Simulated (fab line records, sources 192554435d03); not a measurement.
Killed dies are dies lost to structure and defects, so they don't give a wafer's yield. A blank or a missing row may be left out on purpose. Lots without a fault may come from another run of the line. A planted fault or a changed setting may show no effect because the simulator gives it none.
Chamber matching | flow n5_finfet | N5_BEOL_M8_ETCH_62 on rie_diel-01: 4 sister chambers
The step etches SOC in N2/H2, target depth 110 nm, overetch 22 nm, time 165 s. 4 wafers are shown with their chamber, then 9 later ones without.

WAFERS WITH THEIR CHAMBER
wafer  | chamber | drypump_motor_current_A (A)
L075.6 | 3       | 6.1
L082.4 | 2       | 5.8
L078.4 | 0       | 4.9
L078.5 | 1       | 6.4

WAFERS WITHOUT THEIR CHAMBER
wafer  | drypump_motor_current_A (A)
L083.3 | 6.4
L083.5 | 5.8
L083.6 | 6.4
L094.1 | 6.1
L094.2 | 6.3
L094.4 | 4.8
L097.2 | 4.9
L097.3 | 5.8
L097.6 | 6.4

WHICH CHAMBER EACH WENT THROUGH
wafer  | from the rows above | in truth
L083.3 | 1                   | 1
L083.5 | 2                   | 2
L083.6 | 1                   | 1
L094.1 | 3                   | 3
L094.2 | 1                   | 1
L094.4 | 0                   | 0
L097.2 | 0                   | 0
L097.3 | 2                   | 2
L097.6 | 1                   | 1
Placed correctly: 9 of 9. Can't be placed from these rows: 0. Placed wrongly: 0.
How it was worked out, from the rows above alone: a wafer's distance from a chamber is the root of the sum, over the readings, of the square of ((its reading less the chamber's mean) divided by the reading's scatter). The wafer belongs to the nearest chamber; if the next one is less than 2 further off, it can't be placed. A chamber's mean is the mean of its shown wafers. The scatter: with one shown wafer a chamber, the root of the mean of the squares of how far each hidden wafer lies from its nearest shown one.
